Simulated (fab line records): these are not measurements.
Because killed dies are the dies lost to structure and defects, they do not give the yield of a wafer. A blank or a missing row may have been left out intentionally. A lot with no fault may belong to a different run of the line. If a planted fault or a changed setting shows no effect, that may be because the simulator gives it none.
Comparing a struck lot with a sound one | flow nand harc | 15 out of 1159 route steps
Sound: the wafers L511.2, L511.3, L511.4. Wafers struck: L518.1, L518.4, L518.6. The cause comes at the end.
Each step with rows lists, per side, the tool, then ch with its chambers, then its first start. Under that, the readings that differ: sound wafers | struck wafers | difference of the means | sigmas: that difference in standard deviations of wafers without a fault.
alike: readings with means less than 2 such deviations apart, plus words and numbers identical on both sides. not compared: withheld readings, readings lacking a value on some wafer, bounds such as >300 that could conceal the same value, and numbers that have no deviation in the record and whose values overlap.
A row with sigmas, a row that says differs or no value, or rows on one side alone: a step with any of these is where the two part. When numbers do not overlap yet have no deviation, they are printed without sigmas and do not part them. A reading that every wafer of one side lacks parts them only if that side has two wafers or more.

first, 8 steps without rows for these wafers: NHARC_A_SLIT_DEHYDRATE_01 (time 120 s); NHARC_A_SLIT_HMDS_02 (time 30 s); NHARC_A_SLIT_COAT_03 (resist thk 90 nm); NHARC_A_SLIT_SOFTBAKE_04 (time 55 s); NHARC_A_SLIT_EBR_05; NHARC_A_SLIT_EXPOSE_06 (exposes mask SLIT); NHARC_A_SLIT_PEB_07 (peb time 65 s); NHARC_A_SLIT_DEVELOP_08 (develop time 35 s).
NHARC_A_SLIT_CD_MEAS_09: target cd 300 nm.
  sound on cd sem-03 ch 0, day 15 08:09; struck on cd sem-03 ch 0, day 17 09:54
  alike: cd nm
NHARC_A_SLIT_OVL_MEAS_10:
  struck on overlay-02, day 17 09:59; sound on overlay-01, day 15 08:14
  alike: overlay x nm, overlay y nm
NHARC_A_SLIT_INSPECT_11:
  struck on defect inspect-02, day 17 10:02; sound on defect inspect-02, day 15 08:16
  alike: raw defect count
NHARC_A_SLIT_DESCUM_14: chemistry O2, time 3 s.
  sound on rie diel-09 ch 0,2,3, day 15 08:20; struck on rie diel-13 ch 1,2,3, day 17 10:06
  alike: chamber pressure mTorr, drypump motor current A, oes product au, rf vpp V, showerhead plenum p Torr, throttle valve pct
  not compared: rf hours counter h
NHARC_A_SLIT_ETCH_24: etches the open film in CF4/CHF3, target depth 121 nm, time 60.5 s.
  sound on rie diel-09 ch 0,1,2, day 15 08:25; struck on rie diel-13 ch 1,2,3, day 17 10:11
  no value came back on the struck wafers for any of 9 readings (bias w (W), cf4 flow sccm (sccm) and others); on the sound wafers bias w (W) reads 199.1 199.8 199.1
NHARC_A_SLIT_ETCH_15: etches the open film in O2/COS, target depth 3200 nm, time 832 s.
  sound on rie diel-09 ch 0,2,3; struck on rie diel-13 ch 1,3, day 17 10:16
  reading                     | sound             | struck            | difference | sigmas
  drypump motor current A (A) | 5.4 5.1 4.7       | 6.8 6.5 6.5       | +1.5       | +2
  oes product au (a.u.)       | 0.990 1.005 0.996 | 1.009 1.025 1.006 | +0.016     | +2
  alike: bias w, chamber pressure mTorr, rf vpp V, showerhead plenum p Torr, throttle valve pct
  not compared: rf hours counter h
-- the record jumps here: 5 days lie between the struck wafers' starts before and after (it left off in module A_SLIT and takes up again in module END, whose first step shown is number 1159 of the route) --
NHARC_END_SORT_01:
  sound on prober-02 ch 0, day 20 10:19; struck on prober-01 ch 0, day 22 13:10
  reading         | sound    | struck      | difference | sigmas
  killed at array | 39 37 26 | 675 672 675 | +640       | +86
  killed dies     | 42 40 28 | 677 677 677 | +640       | +80
  alike: killed at other, killed at periphery, killed open, killed short

== WHERE THEY PART ==
First at NHARC_A_SLIT_ETCH_24; last, within this record, at NHARC_END_SORT_01.

WHY: the cause the simulator had injected
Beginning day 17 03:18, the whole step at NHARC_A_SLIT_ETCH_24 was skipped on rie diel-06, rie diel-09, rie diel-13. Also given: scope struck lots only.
